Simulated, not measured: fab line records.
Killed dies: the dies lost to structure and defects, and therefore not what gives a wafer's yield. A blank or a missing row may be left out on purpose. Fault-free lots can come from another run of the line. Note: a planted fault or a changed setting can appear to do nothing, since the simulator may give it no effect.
fab line records + flow n5_finfet
record
- lots=9
- wafers=25
- last_day=19
route steps=1938 shown BEOL_M4@1111 BEOL_M7@1302 MIM_TOP_ETCH@1853 MIM_BOT_ETCH@1867 TV_OPEN@1890 PASSIVATION@1936
lots that met no fault: from a run of the same line without faults
start_h: hours from the record's opening day to when the first of the lot's shown wafers began + wait_h: hours since the lot's step before + " the same as in the row above + L1.1+2: several wafers, shown together as one row + - value missing, or start not given + * or withheld: withheld + < > ~ a bound
route shown NAME@n: a module of which the file shows steps, and the number in the route of the first + usual: the fault-free wafers' mean and standard deviation + same: alike in all rows + chamber/n: place in a boat + sites: each site's reading + _std_site: their standard deviation + _edge_site: mean of outer sites minus mean of inner sites + radius_mm: for every site, how far away it sits from the centre of the wafer + mask NAME#n: copy n + behind: the most recent tool/chamber to have shaped the wafer + hold: what put the lot on hold/how long, in hours/how the hold closed + device: the n, p or np transistor that did not switch + end of line: at the end of the route, the tests of the same wafers + step lacking rows: just its recipe + killed: not the wafer's yield, but the dies lost to structure and defects at the first sort + map: per-die view of a wafer (x killed, . not killed, _ where there is no die)
set.NAME: setting as actually run; set.NAME@STEP: the setting as run at that earlier step + model.NAME: the simulator's own value behind a step, which no gauge read
one table for each step of the route and one row for each wafer, over a sample of lots
services: from which hour (start_h, from the record's first day; less than 0 if before it) a tool's chamber was out of use, for how many hours, and why
## steps
# step N5_BEOL_M4_RC_MEAS_101
# usual
- DIBL_N=36.6/1.9
- DIBL_P=36.7/2.2
- IOFF_N=0.16/0.035
- IOFF_P=0.22/0.038
- ION_N=672/14
- ION_P=462/8.3
- SS_N=71.6/0.65
- SS_P=73.5/0.72
- VT_N=250/3.5
- VT_P=-250/3.1
| lot.wafer | tool      | chamber | start_h | wait_h | DIBL_N[mV/V] | DIBL_P[mV/V] | IOFF_N[nA/um] | IOFF_P[nA/um] | ION_N[uA/um] | ION_P[uA/um] | SS_N[mV/dec] | SS_P[mV/dec] | VT_N[mV] | VT_P[mV] |
|-----------|-----------|---------|---------|--------|--------------|--------------|---------------|---------------|--------------|--------------|--------------|--------------|----------|----------|
| L508.2    | prober-02 | 0       | 202.64  | 0.2    | 37.8         | 36.2         | 0.15          | 0.21          | 666          | 459          | 71.6         | 72.7         | 250      | -249     |
| L508.4    | "         | 0       | "       | "      | 42.0         | 40.1         | 0.27          | 0.27          | 682          | 458          | 73.9         | 74.7         | 245      | -249     |
| L508.5    | "         | 0       | "       | "      | 34.8         | 33.9         | 0.13          | 0.18          | 680          | 468          | 71.1         | 72.6         | 252      | -251     |
| L507.2    | prober-01 | 0       | 203.17  | 0.2    | 39.2         | 40.5         | 0.22          | 0.34          | 686          | 483          | 71.1         | 74.5         | 243      | -239     |
| L507.5    | "         | 0       | "       | "      | 37.5         | 39.0         | 0.17          | 0.29          | 677          | 471          | 71.0         | 73.9         | 247      | -244     |
| L507.6    | "         | 0       | "       | "      | 33.2         | 32.6         | 0.10          | 0.18          | 646          | 455          | 69.9         | 72.5         | 255      | -252     |
| L511.1    | prober-02 | 0       | 207.69  | 0.0    | 36.5         | 36.7         | 0.15          | 0.19          | 653          | 448          | 71.6         | 73.3         | 254      | -258     |
| L511.2    | "         | 0       | "       | "      | 34.4         | 34.7         | 0.12          | 0.16          | 667          | 453          | 71.0         | 72.7         | 254      | -257     |
| L511.6    | "         | 0       | "       | "      | 33.4         | 32.6         | 0.11          | 0.14          | 650          | 442          | 70.7         | 71.6         | 257      | -257     |
| L510.2    | prober-02 | 0       | 213.24  | 0.2    | 35.1         | 35.1         | 0.14          | 0.18          | 679          | 466          | 71.7         | 72.6         | 252      | -252     |
| L510.3    | "         | 0       | "       | "      | 36.8         | 37.9         | 0.16          | 0.22          | 668          | 460          | 71.1         | 74.0         | 253      | -251     |
| L510.6    | "         | 0       | "       | "      | 35.6         | 36.8         | 0.15          | 0.21          | 680          | 469          | 70.9         | 72.8         | 250      | -249     |
| L516.2    | prober-02 | 0       | 249.28  | 0.2    | 36.3         | 36.6         | 0.15          | 0.21          | 678          | 468          | 71.1         | 73.3         | 252      | -252     |
| L516.3    | "         | 0       | "       | "      | 37.3         | 38.0         | 0.16          | 0.23          | 659          | 459          | 71.4         | 74.0         | 250      | -248     |
| L516.4    | "         | 0       | "       | "      | 36.5         | 37.6         | 0.16          | 0.22          | 681          | 463          | 71.4         | 73.7         | 247      | -250     |
| L518.4    | prober-01 | 0       | 254.94  | 0.5    | 32.7         | 34.8         | 0.12          | 0.18          | 655          | 459          | 70.9         | 72.7         | 252      | -252     |
| L518.5    | "         | 0       | "       | "      | 36.4         | 38.2         | 0.18          | 0.23          | 670          | 466          | 72.2         | 73.1         | 249      | -249     |
| L518.6    | "         | 0       | "       | "      | 33.4         | 34.6         | 0.12          | 0.18          | 665          | 460          | 71.6         | 72.6         | 253      | -252     |
| L517.1    | prober-02 | 0       | 257.28  | 0.0    | 34.1         | 33.4         | 0.13          | 0.17          | 650          | 448          | 71.7         | 72.8         | 254      | -253     |
| L517.4    | "         | 0       | "       | "      | 33.8         | 32.8         | 0.12          | 0.16          | 656          | 454          | 71.4         | 72.9         | 256      | -253     |
| L519.2    | prober-01 | 0       | 257.68  | 0.2    | 39.4         | 38.3         | 0.19          | 0.29          | 660          | 458          | 72.1         | 74.2         | 249      | -245     |
| L519.6    | "         | 0       | "       | "      | 37.5         | 36.3         | 0.16          | 0.26          | 674          | 468          | 72.5         | 73.5         | 251      | -248     |
| L528.1    | prober-02 | 0       | 326.31  | 0.0    | 38.1         | 37.1         | 0.19          | 0.25          | 669          | 458          | 71.4         | 73.8         | 249      | -248     |
| L528.4    | "         | 0       | "       | "      | 35.2         | 34.2         | 0.14          | 0.19          | 680          | 466          | 71.2         | 72.6         | 251      | -250     |
| L528.5    | "         | 0       | "       | "      | 35.7         | 34.4         | 0.14          | 0.21          | 678          | 474          | 71.6         | 73.6         | 249      | -248     |
# step N5_BEOL_M7_ETCH_66
# recipe
- chemistry=N2/H2
- target=SOC
- target_depth_a=800
- overetch_a=160
- mask_material=SiARC
- temp_c=40
- time_s=120
- ion_energy_ev=200
- pressure_mtorr=30
- source_w=840
- bias_w=150
- n2_flow_sccm=200
- h2_flow_sccm=200
# usual
- drypump_motor_current_A=5.6/0.54
- oes_product_au=0.59/0.046
- rf_vpp_V=523.6/2.3
- showerhead_plenum_p_Torr=2.54/0.077
- throttle_valve_pct=17.84/0.23
| lot.wafer | tool        | chamber | start_h | wait_h | drypump_motor_current_A | oes_product_au | rf_hours_counter_h | rf_vpp_V | showerhead_plenum_p_Torr | throttle_valve_pct |
|-----------|-------------|---------|---------|--------|-------------------------|----------------|--------------------|----------|--------------------------|--------------------|
| L507.2    | rie_diel-01 | 0       | 228.50  | 0.0    | 6.0                     | 0.54           | 187                | 524.1    | 2.53                     | 18.02              |
| L507.5    | "           | 3       | "       | "      | 6.3                     | 0.66           | -                  | 521.2    | 2.46                     | 17.36              |
| L507.6    | "           | 0       | "       | "      | 6.0                     | 0.54           | -                  | 523.2    | 2.53                     | 18.02              |
| L508.2    | rie_diel-03 | 0       | 228.54  | 0.0    | 5.5                     | 0.68           | 28                 | 523.9    | 2.60                     | 17.71              |
| L508.4    | "           | 2       | "       | "      | 5.1                     | 0.60           | 104                | 525.5    | 2.57                     | 17.84              |
| L508.5    | "           | 2       | "       | "      | 5.1                     | 0.60           | -                  | 524.5    | 2.58                     | 17.88              |
| L511.1    | rie_diel-06 | 1       | 236.44  | 0.0    | 5.2                     | 0.68           | 27                 | 525.7    | 2.60                     | 17.95              |
| L511.2    | "           | 3       | "       | "      | 6.0                     | 0.57           | 164                | 523.7    | 2.53                     | 17.68              |
| L511.6    | "           | 3       | "       | "      | 6.0                     | 0.58           | -                  | 522.3    | 2.53                     | 17.67              |
| L510.2    | rie_diel-06 | 1       | 237.78  | 0.0    | 5.2                     | 0.68           | 28                 | 524.3    | 2.60                     | 17.98              |
| L510.3    | "           | 3       | "       | "      | 6.0                     | 0.57           | 165                | 523.7    | 2.52                     | 17.68              |
| L510.6    | "           | 0       | "       | "      | 6.6                     | 0.67           | -                  | 525.2    | 2.60                     | 17.33              |
| L516.2    | rie_diel-01 | 3       | 277.10  | 0.0    | 6.2                     | 0.64           | 68                 | 522.0    | 2.46                     | 17.38              |
| L516.3    | "           | 1       | "       | "      | 5.8                     | 0.53           | 218                | 519.0    | 2.42                     | 18.05              |
| L516.4    | "           | 0       | "       | "      | 6.1                     | 0.53           | 201                | 523.4    | 2.53                     | 18.06              |
| L518.4    | rie_diel-01 | 2       | 279.82  | 0.0    | 5.9                     | 0.58           | 129                | 528.0    | 2.65                     | 17.80              |
| L518.5    | "           | 3       | "       | "      | 6.3                     | 0.64           | -                  | 521.5    | 2.46                     | 17.37              |
| L518.6    | "           | 0       | "       | "      | 6.0                     | 0.51           | -                  | 521.8    | 2.53                     | 18.05              |
| L519.2    | rie_diel-01 | 2       | 285.69  | 0.0    | 5.8                     | 0.58           | 131                | 526.2    | 2.65                     | 17.79              |
| L519.6    | "           | 3       | "       | "      | 6.2                     | 0.63           | -                  | 520.5    | 2.46                     | 17.39              |
| L517.1    | rie_diel-01 | 2       | 289.24  | 0.0    | 5.9                     | 0.56           | 133                | 526.3    | 2.65                     | 17.80              |
| L517.4    | "           | 1       | "       | "      | 5.8                     | 0.53           | 224                | 521.5    | 2.42                     | 18.06              |
| L528.1    | rie_diel-03 | 1       | 361.27  | 0.0    | 5.0                     | 0.58           | 143                | 520.7    | 2.44                     | 18.10              |
| L528.4    | "           | 2       | "       | "      | 5.1                     | 0.58           | 134                | 523.2    | 2.56                     | 17.90              |
| L528.5    | "           | 1       | "       | "      | 5.0                     | 0.59           | -                  | 519.1    | 2.44                     | 18.13              |
# step N5_MIM_TOP_ETCH_PECVD_03
# recipe
- material=SiNx
- target_thk_a=200
- temp_c=400
- precursor=SiH4/NH3/N2
- pressure_torr=1.5
- rf_w=300
- time_s=17.6
# usual
- chamber_pressure_Torr=1.500/0.0034
- heater_power_w=728/63
- showerhead_plenum_p_Torr=5.12/0.053
- susceptor_temp_C=400.01/0.23
- throttle_valve_pct=40.5/1.4
| lot.wafer | tool     | chamber | start_h | wait_h | chamber_pressure_Torr | heater_power_w | showerhead_plenum_p_Torr | susceptor_temp_C | throttle_valve_pct |
|-----------|----------|---------|---------|--------|-----------------------|----------------|--------------------------|------------------|--------------------|
| L508.2    | pecvd-02 | 2       | 301.83  | -      | 1.500                 | 713            | 5.09                     | 400.07           | 39.6               |
| L508.4    | "        | 2       | "       | "      | 1.504                 | 743            | 5.09                     | 400.10           | 39.3               |
| L508.5    | "        | 2       | "       | "      | 1.503                 | 725            | 5.10                     | 399.86           | 39.1               |
| L507.2    | pecvd-02 | 2       | 307.61  | -      | 1.500                 | 723            | 5.10                     | 400.25           | 39.5               |
| L507.5    | "        | 0       | "       | "      | 1.498                 | 770            | 5.02                     | 400.00           | 41.9               |
| L507.6    | "        | 2       | "       | "      | 1.496                 | 726            | 5.09                     | 400.19           | 39.4               |
| L511.1    | pecvd-03 | 2       | 312.77  | -      | 1.499                 | 706            | 5.12                     | 399.81           | 38.6               |
| L511.2    | "        | 1       | "       | "      | 1.502                 | 821            | 5.15                     | 400.18           | 40.3               |
| L511.6    | "        | 1       | "       | "      | 1.501                 | 842            | 5.15                     | 400.42           | 40.2               |
| L510.2    | pecvd-03 | 2       | 314.70  | -      | 1.506                 | 633            | 5.12                     | 399.99           | 38.7               |
| L510.3    | "        | 1       | "       | "      | 1.497                 | 713            | 5.14                     | 399.91           | 40.2               |
| L510.6    | "        | 1       | "       | "      | 1.501                 | 718            | 5.15                     | 399.99           | 40.3               |
| L516.2    | pecvd-04 | 2       | 366.06  | -      | 1.499                 | 626            | 5.12                     | 400.18           | 38.4               |
| L516.3    | "        | 1       | "       | "      | 1.497                 | 718            | 5.25                     | 400.02           | 40.7               |
| L516.4    | "        | 1       | "       | "      | 1.496                 | 732            | 5.24                     | 399.56           | 40.5               |
| L518.4    | pecvd-04 | 0       | 367.29  | -      | 1.497                 | 610            | 5.10                     | 400.07           | 39.9               |
| L518.5    | "        | 2       | "       | "      | 1.498                 | 673            | 5.13                     | 400.19           | 38.6               |
| L518.6    | "        | 1       | "       | "      | 1.500                 | 725            | 5.25                     | 399.83           | 40.9               |
| L519.2    | pecvd-02 | 1       | 367.59  | -      | 1.497                 | 737            | 5.15                     | 399.84           | 42.8               |
| L519.6    | "        | 2       | "       | "      | 1.499                 | 703            | 5.10                     | 400.38           | 39.7               |
| L517.1    | pecvd-03 | 2       | 375.44  | -      | 1.506                 | 705            | 5.10                     | 399.77           | 39.3               |
| L517.4    | "        | 2       | "       | "      | 1.499                 | 705            | 5.11                     | 399.90           | 38.6               |
| L528.1    | pecvd-04 | 0       | 432.62  | -      | 1.497                 | 717            | 5.10                     | 399.85           | 40.1               |
| L528.4    | "        | 2       | "       | "      | 1.504                 | 652            | 5.13                     | 400.14           | 38.7               |
| L528.5    | "        | 1       | "       | "      | 1.499                 | 602            | 5.24                     | 399.98           | 36.1               |
# step N5_MIM_BOT_ETCH_ETCH_03
# recipe
- chemistry=Cl2/BCl3
- target_depth_a=120
- pressure_mtorr=8
- icp_w=800
- bias_w=100
- Cl2_flow_sccm=20
- bcl3_flow_sccm=80
# usual
- drypump_motor_current_A=5.6/0.42
- oes_product_au=0.79/0.1
- throttle_valve_pct=27.65/0.22
| lot.wafer | tool         | chamber | start_h | wait_h | drypump_motor_current_A | oes_product_au | rf_hours_counter_h | throttle_valve_pct |
|-----------|--------------|---------|---------|--------|-------------------------|----------------|--------------------|--------------------|
| L508.2    | rie_metal-01 | 0       | 302.45  | 0.1    | 6.1                     | 0.66           | 99                 | 27.40              |
| L508.4    | "            | 0       | "       | "      | 6.1                     | 0.65           | -                  | 27.43              |
| L508.5    | "            | 1       | "       | "      | 5.5                     | 0.78           | -                  | 27.89              |
| L507.2    | rie_metal-03 | 0       | 308.23  | 0.1    | 5.2                     | 0.67           | 95                 | 27.87              |
| L507.5    | "            | 0       | "       | "      | 5.2                     | 0.67           | -                  | 27.87              |
| L507.6    | "            | 1       | "       | "      | 5.1                     | 0.67           | -                  | 27.43              |
| L511.1    | rie_metal-02 | 1       | 313.52  | 0.1    | 6.1                     | 0.79           | 31                 | 27.68              |
| L511.2    | "            | 0       | "       | "      | 5.2                     | 0.97           | 2                  | 27.41              |
| L511.6    | "            | 1       | "       | "      | 6.1                     | 0.79           | -                  | 27.68              |
| L510.2    | rie_metal-03 | 0       | 315.42  | 0.1    | 5.3                     | 0.68           | 96                 | 27.89              |
| L510.3    | "            | 0       | "       | "      | 5.3                     | 0.67           | -                  | 27.88              |
| L510.6    | "            | 0       | "       | "      | 5.2                     | 0.66           | -                  | 27.87              |
| L516.2    | rie_metal-01 | 1       | 366.97  | 0.1    | 5.5                     | 0.77           | -                  | 27.90              |
| L516.3    | "            | 1       | "       | "      | 5.4                     | 0.76           | -                  | 27.92              |
| L516.4    | "            | 1       | "       | "      | 5.4                     | 0.77           | -                  | 27.90              |
| L518.4    | rie_metal-02 | 1       | 367.90  | 0.1    | 6.2                     | 0.77           | -                  | 27.71              |
| L518.5    | "            | 0       | "       | "      | 5.2                     | 0.92           | -                  | 27.43              |
| L518.6    | "            | 1       | "       | "      | 6.1                     | 0.77           | -                  | 27.71              |
| L519.2    | rie_metal-03 | 1       | 368.33  | 0.1    | 5.1                     | 0.67           | 103                | 27.46              |
| L519.6    | "            | 1       | "       | "      | 5.1                     | 0.67           | -                  | 27.46              |
| L517.1    | rie_metal-03 | 1       | 376.17  | 0.1    | 5.1                     | 0.66           | 104                | 27.46              |
| L517.4    | "            | 1       | "       | "      | 5.1                     | 0.67           | -                  | 27.46              |
| L528.1    | rie_metal-01 | 1       | 433.35  | 0.1    | 5.4                     | 0.74           | 62                 | 27.93              |
| L528.4    | "            | 1       | "       | "      | 5.5                     | 0.74           | -                  | 27.94              |
| L528.5    | "            | 1       | "       | "      | 5.4                     | 0.74           | -                  | 27.93              |
# step N5_PASSIVATION_ETCH_15
# recipe
- chemistry=CF4/N2
- target=SiCN
- target_depth_a=750
- taper_deg=2
- time_s=81.2
- ion_energy_ev=150
- mask_material=SiNx
- pressure_mtorr=40
- source_w=430
- bias_w=70
- Ar_flow_sccm=100
- cf4_flow_sccm=60
- n2_flow_sccm=60
# usual
- drypump_motor_current_A=5.8/0.48
- oes_product_au=0.76/0.078
- rf_vpp_V=382.1/1.9
- showerhead_plenum_p_Torr=2.20/0.071
- throttle_valve_pct=15.48/0.23
| lot.wafer | tool        | chamber | start_h | wait_h | drypump_motor_current_A | oes_product_au | rf_hours_counter_h | rf_vpp_V | showerhead_plenum_p_Torr | throttle_valve_pct |
|-----------|-------------|---------|---------|--------|-------------------------|----------------|--------------------|----------|--------------------------|--------------------|
| L508.2    | rie_diel-03 | 0       | -       | -      | 5.5                     | 0.87           | 46                 | 385.0    | 2.24                     | 15.35              |
| L508.4    | "           | 2       | "       | "      | 5.1                     | 0.78           | 121                | 383.8    | 2.22                     | 15.40              |
| L508.5    | "           | 3       | "       | "      | 4.7                     | 0.74           | -                  | 379.7    | 2.11                     | 15.51              |
| L507.2    | rie_diel-06 | 3       | -       | -      | 6.0                     | 0.71           | 186                | 380.7    | 2.19                     | 15.42              |
| L507.5    | "           | 0       | "       | "      | 6.6                     | 0.85           | -                  | 382.8    | 2.24                     | 14.97              |
| L507.6    | "           | 1       | "       | "      | 5.2                     | 0.87           | -                  | 383.1    | 2.25                     | 15.57              |
| L511.1    | rie_diel-01 | 3       | -       | -      | 6.2                     | 0.83           | 83                 | 381.1    | 2.13                     | 15.13              |
| L511.2    | "           | 0       | "       | "      | 6.1                     | 0.68           | 215                | 380.9    | 2.18                     | 15.71              |
| L511.6    | "           | 0       | "       | "      | 6.0                     | 0.68           | -                  | 382.6    | 2.18                     | 15.72              |
| L510.2    | rie_diel-03 | 2       | -       | -      | 5.1                     | 0.77           | 124                | 382.9    | 2.22                     | 15.42              |
| L510.3    | "           | 1       | "       | "      | 5.0                     | 0.79           | 132                | 379.3    | 2.12                     | 15.69              |
| L510.6    | "           | 1       | "       | "      | 5.0                     | 0.78           | -                  | 381.2    | 2.12                     | 15.68              |
| L516.2    | rie_diel-01 | 2       | -       | -      | 5.9                     | 0.73           | 159                | 384.9    | 2.29                     | 15.59              |
| L516.3    | "           | 1       | "       | "      | 5.8                     | 0.69           | 247                | 379.8    | 2.10                     | 15.76              |
| L516.4    | "           | 3       | "       | "      | 6.3                     | 0.80           | 99                 | 378.4    | 2.13                     | 15.16              |
| L518.4    | rie_diel-06 | 0       | -       | -      | 6.6                     | 0.83           | 90                 | 382.9    | 2.23                     | 15.02              |
| L518.5    | "           | 3       | "       | "      | 5.9                     | 0.70           | -                  | 380.0    | 2.19                     | 15.46              |
| L518.6    | "           | 0       | "       | "      | 6.6                     | 0.83           | -                  | 382.5    | 2.23                     | 14.99              |
| L519.2    | rie_diel-03 | 2       | -       | -      | 5.1                     | 0.75           | 137                | 382.0    | 2.21                     | 15.42              |
| L519.6    | "           | 1       | "       | "      | 5.0                     | 0.77           | -                  | 381.1    | 2.12                     | 15.72              |
| L517.1    | rie_diel-01 | 0       | -       | -      | 6.0                     | 0.65           | 234                | 382.2    | 2.18                     | 15.76              |
| L517.4    | "           | 2       | "       | "      | 5.8                     | 0.73           | -                  | 382.9    | 2.29                     | 15.62              |
| L528.1    | rie_diel-06 | 3       | -       | -      | 6.0                     | 0.69           | 229                | 381.0    | 2.18                     | 15.50              |
| L528.4    | "           | 0       | "       | "      | 6.6                     | 0.80           | 118                | 382.6    | 2.22                     | 15.06              |
| L528.5    | "           | 2       | "       | "      | 5.9                     | 0.67           | -                  | 383.9    | 2.27                     | 15.63              |
# step N5_PASSIVATION_PROBE_49
# usual
- defect_limited_yield=91.6/1.4
- killed_at_M0_to_M3=35/10
- killed_at_M4_up=13/4.8
- killed_at_contacts=12/7.2
- killed_at_front_end=36/12
- killed_at_other=4/3.1
- killed_dies=100/17
- killed_on_rim=13/4.2
- killed_open=66/13
- killed_short=32/7.3
- sort_bin_4_leakage=0.00/0.0099
- sort_bin_5_function=5.0/0.94
- sort_bin_6_memory=3.1/0.67
- sort_bin_8_speed=0.01/0.047
- sort_n_pass=1080/17
- sort_yield_pct=91.6/1.4
# same
- gross_dies=1180
- killed_at_back_side=0
| lot.wafer | tool      | chamber | start_h | wait_h | defect_limited_yield[%] | killed_at_M0_to_M3 | killed_at_M4_up | killed_at_contacts | killed_at_front_end | killed_at_other | killed_dies | killed_on_rim | killed_open | killed_short | sort_bin_4_leakage[%] | sort_bin_5_function[%] | sort_bin_6_memory[%] | sort_bin_8_speed[%] | sort_n_pass | sort_yield_pct[%] |
|-----------|-----------|---------|---------|--------|-------------------------|--------------------|-----------------|--------------------|---------------------|-----------------|-------------|---------------|-------------|--------------|-----------------------|------------------------|----------------------|---------------------|-------------|-------------------|
| L516.2    | prober-02 | -       | 375.75  | 0.1    | 94.4                    | 28                 | 10              | 10                 | 17                  | 1               | 66          | 9             | 48          | 18           | 0                     | 2.8                    | 2.7                  | 0                   | 1114        | 94.4              |
| L516.3    | prober-02 | -       | 375.80  | 0.1    | 96.0                    | 18                 | 4               | 9                  | 13                  | 3               | 47          | 7             | 35          | 12           | 0                     | 2.5                    | 1.4                  | 0                   | 1133        | 96.0              |
| L516.4    | prober-02 | -       | 375.85  | 0.2    | 93.3                    | 32                 | 11              | 15                 | 21                  | 0               | 79          | 10            | 58          | 21           | 0                     | 3.6                    | 2.7                  | 0                   | 1101        | 93.3              |
| L518.4    | prober-02 | -       | 376.90  | 0.2    | 91.6                    | 44                 | 12              | 7                  | 23                  | 13              | 99          | 13            | 67          | 32           | 0                     | 4.7                    | 3.3                  | 0                   | 1081        | 91.6              |
| L518.5    | prober-02 | -       | 376.95  | 0.2    | 92.1                    | 36                 | 17              | 9                  | 24                  | 7               | 93          | 13            | 61          | 32           | 0                     | 4.3                    | 3.6                  | 0                   | 1087        | 92.1              |
| L518.6    | prober-02 | -       | 377.00  | 0.3    | 65.4                    | 38                 | 309             | 10                 | 41                  | 10              | 408         | 92            | 78          | 38           | 0                     | 30.8                   | 3.6                  | 0                   | 772         | 65.4              |
| L519.2    | prober-02 | -       | 377.10  | 0.4    | 91.6                    | 46                 | 14              | 7                  | 26                  | 6               | 99          | 11            | 62          | 36           | 0                     | 5.0                    | 3.2                  | 0                   | 1081        | 91.6              |
| L519.6    | prober-02 | -       | 377.30  | 0.6    | 75.4                    | 42                 | 212             | 4                  | 28                  | 4               | 290         | 130           | 61          | 26           | 0                     | 21.4                   | 3.1                  | 0                   | 890         | 75.4              |
| L517.1    | prober-01 | -       | 389.60  | 0.0    | 54.0                    | 37                 | 450             | 13                 | 39                  | 4               | 543         | 68            | 61          | 39           | 0                     | 42.1                   | 3.6                  | 0                   | 637         | 54.0              |
| L517.4    | prober-01 | -       | 389.75  | 0.2    | 91.2                    | 31                 | 7               | 8                  | 52                  | 6               | 104         | 24            | 68          | 36           | 0                     | 5.3                    | 3.2                  | 0                   | 1076        | 91.2              |
# killed by level:class
L516.2 MOL_CONTACT_COAG:geometric_particle:open=8 BEOL_M1:geometric_particle:open=8 BEOL_M3:geometric_particle:open=8 STI_FIN_REVEAL:geometric_particle:open=5 BEOL_M2:geometric_particle:open=4 ILD0:geometric_particle:short=3 BEOL_M0_SAQP:geometric_particle:short=3 BEOL_M4:geometric_particle:open=3
L516.3 MOL_CONTACT_COAG:geometric_particle:open=6 BEOL_M1:geometric_particle:open=6 BEOL_M0_SAQP:geometric_particle:open=4 BEOL_M2:geometric_particle:open=4 SPACER0:geometric_particle:open=3 MOL_CONTACT_COAG:geometric_particle:short=3 FIN_SAQP:geometric_particle:open=2 FIN_SAQP:geometric_particle:short=2
L516.4 MOL_CONTACT_COAG:geometric_particle:open=13 BEOL_M2:geometric_particle:open=8 BEOL_M0:geometric_particle:open=5 BEOL_M1:geometric_particle:open=5 FIN_SAQP:geometric_particle:short=4 DUMMY_GATE:geometric_particle:open=4 BEOL_M0_SAQP:geometric_particle:open=4 BEOL_M1:geometric_particle:short=4
L518.4 BEOL_M0_SAQP:geometric_particle:open=10 BEOL_M3:geometric_particle:open=9 FIN_SAQP:geometric_particle:open=8 BEOL_M2:geometric_particle:open=6 MIM_TOP_ETCH:geometric_particle:open=6 BEOL_M3:geometric_particle:short=5 MOL_CONTACT_COAG:geometric_particle:open=4 BEOL_M0_SAQP:geometric_particle:short=4
L518.5 BEOL_M2:geometric_particle:open=9 BEOL_M3:geometric_particle:open=8 MOL_CONTACT_COAG:geometric_particle:open=7 FIN_SAQP:geometric_particle:open=6 GATE_CUT:geometric_particle:short=5 BEOL_M0_SAQP:geometric_particle:open=5 BEOL_M4:geometric_particle:short=5 BEOL_M5:geometric_particle:open=5
L518.6 BEOL_M7:area_etch=292 FIN_SAQP:geometric_particle:open=13 MOL_CONTACT_COAG:geometric_particle:open=8 BEOL_M3:geometric_particle:open=8 BEOL_M0_SAQP:geometric_particle:short=7 BEOL_M0_SAQP:geometric_particle:open=7 FIN_SAQP:geometric_particle:short=6 STI_FIN_REVEAL:geometric_particle:open=6
L519.2 BEOL_M3:geometric_particle:open=14 BEOL_M0_SAQP:geometric_particle:short=13 BEOL_M0_SAQP:geometric_particle:open=10 BEOL_M4:geometric_particle:open=8 FIN_SAQP:geometric_particle:short=7 MOL_CONTACT_COAG:geometric_particle:open=6 FIN_SAQP:geometric_particle:open=5 BEOL_M3:geometric_particle:short=3
L519.6 BEOL_M7:area_etch=203 BEOL_M2:geometric_particle:open=19 ILD0:geometric_particle:short=6 BEOL_M0:geometric_particle:open=6 BEOL_M3:geometric_particle:open=6 DUMMY_GATE:geometric_particle:open=5 BEOL_M0_SAQP:geometric_particle:short=4 FIN_SAQP:geometric_particle:open=3
L517.1 BEOL_M7:area_etch=443 BEOL_M0_SAQP:geometric_particle:open=9 BEOL_M0_SAQP:geometric_particle:short=9 FIN_SAQP:geometric_particle:short=8 MOL_CONTACT_COAG:geometric_particle:open=8 BEOL_M1:geometric_particle:open=8 FIN_SAQP:geometric_particle:open=7 STI_FIN_REVEAL:geometric_particle:open=7
L517.4 STI_FIN_REVEAL:geometric_particle:open=16 DUMMY_GATE:geometric_particle:open=9 BEOL_M1:geometric_particle:open=9 MOL_CONTACT_COAG:geometric_particle:open=8 BEOL_M0_SAQP:geometric_particle:short=7 FIN_SAQP:geometric_particle:short=5 FIN_SAQP:geometric_particle:open=5 STI_FIN_REVEAL:geometric_particle:short=3
## services
| tool         | chamber | start_h | hours | kind                          |
|--------------|---------|---------|-------|-------------------------------|
| rie_metal-02 | -       | 206.38  | 0.5   | repair                        |
| pecvd-04     | 0       | 207.47  | 14.5  | repair                        |
| rie_metal-02 | 1       | 218.44  | 21.5  | repair                        |
| rie_diel-06  | 2       | 224.10  | 3.8   | repair                        |
| pecvd-03     | 0       | 226.34  | 12.3  | repair                        |
| pecvd-02     | -       | 240.29  | 0.7   | repair                        |
| pecvd-02     | 2       | 245.18  | 15.3  | repair                        |
| rie_metal-01 | 0       | 246.35  | 12.9  | repair                        |
| rie_metal-03 | -       | 255.91  | 1.1   | repair                        |
| rie_diel-03  | 2       | 257.70  | 2.6   | repair                        |
| rie_diel-03  | -       | 281.46  | 14.6  | pm                            |
| pecvd-02     | 1       | 291.84  | 19.8  | repair                        |
| pecvd-03     | 0       | 308.66  | 4.7   | repair                        |
| pecvd-03     | -       | 337.93  | 0.8   | pm                            |
| rie_diel-03  | 0       | 348.81  | 7.2   | repair                        |
| rie_diel-01  | 1       | 381.93  | -     | clean                         |
| rie_diel-01  | 1       | 381.93  | -     | consumable_replace:focus_ring |
| pecvd-03     | -       | 387.26  | 2.8   | pm                            |
| pecvd-02     | 0       | 388.25  | 6.3   | repair                        |
| rie_diel-06  | 3       | 390.17  | 4.9   | repair                        |
| pecvd-03     | -       | 391.91  | 1.8   | repair                        |
| pecvd-02     | -       | 404.61  | 0.9   | repair                        |
| rie_diel-01  | 0       | 412.31  | 8.5   | repair                        |
| pecvd-02     | -       | 416.50  | 0.8   | repair                        |
## key
first_sign
- step=N5_PASSIVATION_PROBE_49
- reading=killed_at_M4_up
- direction=up
- sigmas=65
- usual=13
- struck=324
effect
- step=N5_PASSIVATION_PROBE_49
- reading=sort_bin_5_function
- direction=up
- sigmas=28
- usual=5.0
- struck=31.4
more_kills_born_at
- N5_BEOL_M7_ETCH_66@rie_diel-01=938
met_at N5_BEOL_M7_ETCH_66
struck_lots L517,L518,L519
struck_wafers L517.1,L518.6,L519.6
not_acting_at N5_MIM_TOP_ETCH_PECVD_03,N5_MIM_BOT_ETCH_ETCH_03,N5_PASSIVATION_ETCH_15
onset_between 277.10 279.82
fault
- kind=process_parameter_drift
- tool=rie_diel-01
- chamber=-
- onset_h=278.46
- steps=N5_BEOL_M7_ETCH_66
- channel=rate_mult
- offset=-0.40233
- shape=step
- end_h=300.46
- scope=struck_wafers_only
